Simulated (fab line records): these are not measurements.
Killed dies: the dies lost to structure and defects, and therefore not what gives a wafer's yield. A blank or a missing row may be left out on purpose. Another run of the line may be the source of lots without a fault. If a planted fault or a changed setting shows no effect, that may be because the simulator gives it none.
Chamber matching / flow nand_harc / NHARC_A_BONDPAD_DESCUM_11 on rie_diel-10 has 4 sister chambers
The step chemistry O2, time 3 s. 33 wafers are shown with their chamber, then 12 later ones without.

WAFERS, EACH WITH ITS CHAMBER
wafer=L074.3; chamber=2; showerhead_plenum_p_Torr (Torr)=1.86; drypump_motor_current_A (A)=5.6; oes_product_au (a.u.)=1.000
wafer=L074.4; chamber=1; showerhead_plenum_p_Torr (Torr)=1.85; drypump_motor_current_A (A)=5.9; oes_product_au (a.u.)=0.992
wafer=L074.5; chamber=2; showerhead_plenum_p_Torr (Torr)=1.87; drypump_motor_current_A (A)=5.6; oes_product_au (a.u.)=1.011
wafer=L076.1; chamber=2; showerhead_plenum_p_Torr (Torr)=1.87; drypump_motor_current_A (A)=5.6; oes_product_au (a.u.)=1.016
wafer=L076.4; chamber=0; showerhead_plenum_p_Torr (Torr)=1.94; drypump_motor_current_A (A)=6.5; oes_product_au (a.u.)=0.982
wafer=L076.5; chamber=2; showerhead_plenum_p_Torr (Torr)=1.87; drypump_motor_current_A (A)=5.6; oes_product_au (a.u.)=1.007
wafer=L075.1; chamber=1; showerhead_plenum_p_Torr (Torr)=1.85; drypump_motor_current_A (A)=5.9; oes_product_au (a.u.)=1.000
wafer=L075.3; chamber=0; showerhead_plenum_p_Torr (Torr)=1.94; drypump_motor_current_A (A)=6.5; oes_product_au (a.u.)=0.982
wafer=L075.5; chamber=2; showerhead_plenum_p_Torr (Torr)=1.86; drypump_motor_current_A (A)=5.6; oes_product_au (a.u.)=1.013
wafer=L080.4; chamber=1; showerhead_plenum_p_Torr (Torr)=1.85; drypump_motor_current_A (A)=5.9; oes_product_au (a.u.)=0.981
wafer=L080.5; chamber=2; showerhead_plenum_p_Torr (Torr)=1.86; drypump_motor_current_A (A)=5.6; oes_product_au (a.u.)=0.989
wafer=L080.6; chamber=1; showerhead_plenum_p_Torr (Torr)=1.85; drypump_motor_current_A (A)=5.9; oes_product_au (a.u.)=0.982
wafer=L079.1; chamber=0; showerhead_plenum_p_Torr (Torr)=1.94; drypump_motor_current_A (A)=6.4; oes_product_au (a.u.)=0.988
wafer=L079.3; chamber=2; showerhead_plenum_p_Torr (Torr)=1.86; drypump_motor_current_A (A)=5.6; oes_product_au (a.u.)=1.003
wafer=L079.5; chamber=3; showerhead_plenum_p_Torr (Torr)=1.78; drypump_motor_current_A (A)=5.2; oes_product_au (a.u.)=1.006
wafer=L083.1; chamber=1; showerhead_plenum_p_Torr (Torr)=1.85; drypump_motor_current_A (A)=5.9; oes_product_au (a.u.)=1.007
wafer=L083.3; chamber=3; showerhead_plenum_p_Torr (Torr)=1.78; drypump_motor_current_A (A)=5.2; oes_product_au (a.u.)=1.001
wafer=L083.6; chamber=3; showerhead_plenum_p_Torr (Torr)=1.78; drypump_motor_current_A (A)=5.2; oes_product_au (a.u.)=1.007
wafer=L081.2; chamber=0; showerhead_plenum_p_Torr (Torr)=1.94; drypump_motor_current_A (A)=6.5; oes_product_au (a.u.)=0.989
wafer=L081.4; chamber=1; showerhead_plenum_p_Torr (Torr)=1.85; drypump_motor_current_A (A)=5.9; oes_product_au (a.u.)=0.996
wafer=L081.5; chamber=1; showerhead_plenum_p_Torr (Torr)=1.85; drypump_motor_current_A (A)=5.9; oes_product_au (a.u.)=1.001
wafer=L082.1; chamber=1; showerhead_plenum_p_Torr (Torr)=1.85; drypump_motor_current_A (A)=5.9; oes_product_au (a.u.)=0.996
wafer=L082.2; chamber=0; showerhead_plenum_p_Torr (Torr)=1.94; drypump_motor_current_A (A)=6.4; oes_product_au (a.u.)=0.980
wafer=L082.4; chamber=2; showerhead_plenum_p_Torr (Torr)=1.86; drypump_motor_current_A (A)=5.6; oes_product_au (a.u.)=0.992
wafer=L085.4; chamber=0; showerhead_plenum_p_Torr (Torr)=1.94; drypump_motor_current_A (A)=6.4; oes_product_au (a.u.)=0.974
wafer=L085.5; chamber=2; showerhead_plenum_p_Torr (Torr)=1.86; drypump_motor_current_A (A)=5.6; oes_product_au (a.u.)=0.993
wafer=L085.6; chamber=3; showerhead_plenum_p_Torr (Torr)=1.78; drypump_motor_current_A (A)=5.2; oes_product_au (a.u.)=1.002
wafer=L084.2; chamber=2; showerhead_plenum_p_Torr (Torr)=1.86; drypump_motor_current_A (A)=5.5; oes_product_au (a.u.)=1.009
wafer=L084.5; chamber=3; showerhead_plenum_p_Torr (Torr)=1.78; drypump_motor_current_A (A)=5.2; oes_product_au (a.u.)=1.002
wafer=L084.6; chamber=0; showerhead_plenum_p_Torr (Torr)=1.94; drypump_motor_current_A (A)=6.5; oes_product_au (a.u.)=0.998
wafer=L087.1; chamber=0; showerhead_plenum_p_Torr (Torr)=1.94; drypump_motor_current_A (A)=6.4; oes_product_au (a.u.)=0.998
wafer=L087.2; chamber=3; showerhead_plenum_p_Torr (Torr)=1.78; drypump_motor_current_A (A)=5.2; oes_product_au (a.u.)=0.999
wafer=L087.6; chamber=2; showerhead_plenum_p_Torr (Torr)=1.86; drypump_motor_current_A (A)=5.6; oes_product_au (a.u.)=0.993

SIGNATURES (means of the wafers above)
reading=showerhead_plenum_p_Torr; chamber 0=1.9400; chamber 1=1.8500; chamber 2=1.8627; chamber 3=1.7800; scatter within a chamber=0.00274
reading=drypump_motor_current_A; chamber 0=6.450; chamber 1=5.900; chamber 2=5.591; chamber 3=5.200; scatter within a chamber=0.0317
reading=oes_product_au; chamber 0=0.98638; chamber 1=0.99438; chamber 2=1.00236; chamber 3=1.00283; scatter within a chamber=0.00839
Rule: for a wafer and a chamber, the distance is found by dividing, reading by reading, the gap between the wafer's reading and the chamber's mean by the reading's scatter, squaring, summing and taking the root. If the next closest chamber is less than 2 further off than the closest, the wafer can't be placed; otherwise it belongs to the closest. The scatter: the root of (the sum of the squares of (reading less its chamber's mean) over the shown wafers, divided by (wafers less chambers)).

WAFERS WITH NO CHAMBER GIVEN
wafer=L088.2; showerhead_plenum_p_Torr (Torr)=1.78; drypump_motor_current_A (A)=5.2; oes_product_au (a.u.)=0.997
wafer=L088.3; showerhead_plenum_p_Torr (Torr)=1.85; drypump_motor_current_A (A)=5.9; oes_product_au (a.u.)=0.994
wafer=L088.6; showerhead_plenum_p_Torr (Torr)=1.78; drypump_motor_current_A (A)=5.2; oes_product_au (a.u.)=0.993
wafer=L090.1; showerhead_plenum_p_Torr (Torr)=1.94; drypump_motor_current_A (A)=6.5; oes_product_au (a.u.)=0.987
wafer=L090.2; showerhead_plenum_p_Torr (Torr)=1.85; drypump_motor_current_A (A)=5.9; oes_product_au (a.u.)=0.999
wafer=L090.3; showerhead_plenum_p_Torr (Torr)=1.86; drypump_motor_current_A (A)=5.6; oes_product_au (a.u.)=0.990
wafer=L093.4; showerhead_plenum_p_Torr (Torr)=1.93; drypump_motor_current_A (A)=6.5; oes_product_au (a.u.)=0.993
wafer=L093.5; showerhead_plenum_p_Torr (Torr)=1.78; drypump_motor_current_A (A)=5.3; oes_product_au (a.u.)=1.012
wafer=L093.6; showerhead_plenum_p_Torr (Torr)=1.86; drypump_motor_current_A (A)=5.6; oes_product_au (a.u.)=0.989
wafer=L095.1; showerhead_plenum_p_Torr (Torr)=1.78; drypump_motor_current_A (A)=5.2; oes_product_au (a.u.)=1.003
wafer=L095.2; showerhead_plenum_p_Torr (Torr)=1.85; drypump_motor_current_A (A)=5.9; oes_product_au (a.u.)=1.005
wafer=L095.6; showerhead_plenum_p_Torr (Torr)=1.86; drypump_motor_current_A (A)=5.6; oes_product_au (a.u.)=0.996

WHICH CHAMBER EACH WENT THROUGH
wafer=L088.2; from the rows above=3; in truth=3
wafer=L088.3; from the rows above=1; in truth=1
wafer=L088.6; from the rows above=3; in truth=3
wafer=L090.1; from the rows above=0; in truth=0
wafer=L090.2; from the rows above=1; in truth=1
wafer=L090.3; from the rows above=2; in truth=2
wafer=L093.4; from the rows above=0; in truth=0
wafer=L093.5; from the rows above=3; in truth=3
wafer=L093.6; from the rows above=2; in truth=2
wafer=L095.1; from the rows above=3; in truth=3
wafer=L095.2; from the rows above=1; in truth=1
wafer=L095.6; from the rows above=2; in truth=2
Placed correctly: 12 of 12. Not placeable from these rows: 0. Placed wrongly: 0.
